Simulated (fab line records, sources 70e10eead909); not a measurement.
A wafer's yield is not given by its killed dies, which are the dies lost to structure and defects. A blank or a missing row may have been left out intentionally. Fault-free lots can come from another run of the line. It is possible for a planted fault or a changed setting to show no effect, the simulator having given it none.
Matching of chambers || flow nandHarc || NHARC_P_CONTACT_CMP_01 on cmp-03 has 4 sister chambers
The step polishes SiO2, target thk 200 nm. 8 wafers are shown with their chamber, then 7 later ones without.

## EACH WAFER AND ITS CHAMBER
{"wafer": "L083.3", "chamber": 0, "motorCurrentA (A)": 9.2, "padLifeWafers": 6}
{"wafer": "L086.3", "chamber": 1, "motorCurrentA (A)": 12.6, "padLifeWafers": 134}
{"wafer": "L086.4", "chamber": 0, "motorCurrentA (A)": 9.5, "padLifeWafers": 133}
{"wafer": "L091.2", "chamber": 1, "motorCurrentA (A)": 11.4, "padLifeWafers": 276}
{"wafer": "L091.3", "chamber": 2, "motorCurrentA (A)": 12.3, "padLifeWafers": 277}
{"wafer": "L091.4", "chamber": 3, "motorCurrentA (A)": 11.9, "padLifeWafers": 278}
{"wafer": "L093.2", "chamber": 3, "motorCurrentA (A)": 11.7, "padLifeWafers": 327}
{"wafer": "L093.3", "chamber": 2, "motorCurrentA (A)": 12.6, "padLifeWafers": 326}

## WAFERS WITH NO CHAMBER GIVEN
{"wafer": "L094.2", "motorCurrentA (A)": 11.8, "padLifeWafers": 338}
{"wafer": "L094.3", "motorCurrentA (A)": 11.6, "padLifeWafers": 337}
{"wafer": "L095.1", "motorCurrentA (A)": 11.8, "padLifeWafers": 415}
{"wafer": "L095.2", "motorCurrentA (A)": 11.7, "padLifeWafers": 414}
{"wafer": "L095.4", "motorCurrentA (A)": 11.2, "padLifeWafers": 416}
{"wafer": "L097.1", "motorCurrentA (A)": 11.4, "padLifeWafers": 505}
{"wafer": "L097.2", "motorCurrentA (A)": 9.3, "padLifeWafers": 504}

## THE CHAMBER EACH PASSED THROUGH
{"wafer": "L094.2", "from the rows above": "can't be placed: 3 or 2 or 1", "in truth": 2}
{"wafer": "L094.3", "from the rows above": "can't be placed: 3 or 2 or 1", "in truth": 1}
{"wafer": "L095.1", "from the rows above": "can't be placed: 3 or 2 or 1", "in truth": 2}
{"wafer": "L095.2", "from the rows above": "can't be placed: 3 or 2 or 1", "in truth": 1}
{"wafer": "L095.4", "from the rows above": "can't be placed: 3 or 2 or 1", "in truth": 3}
{"wafer": "L097.1", "from the rows above": "can't be placed: 3 or 2 or 1", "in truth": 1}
{"wafer": "L097.2", "from the rows above": "can't be placed: 0 or 3 or 1 or 2", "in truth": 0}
0 of 7 placed correctly. Not placeable from these rows: 7 (in 7, the candidates include the true chamber). Number placed wrongly: 0.
How it was worked out, from the rows above alone: a wafer's distance from a chamber is the root of the sum, over the readings, of the square of ((its reading less the chamber's mean) divided by the reading's scatter). If the next closest chamber is less than 2 further off than the closest, the wafer can't be placed; otherwise it belongs to the closest. For every chamber, the mean is computed from those of its wafers that are shown. The scatter: take each reading less its chamber's mean, square it, sum over the shown wafers, divide by the number of wafers less the number of chambers, and take the root.
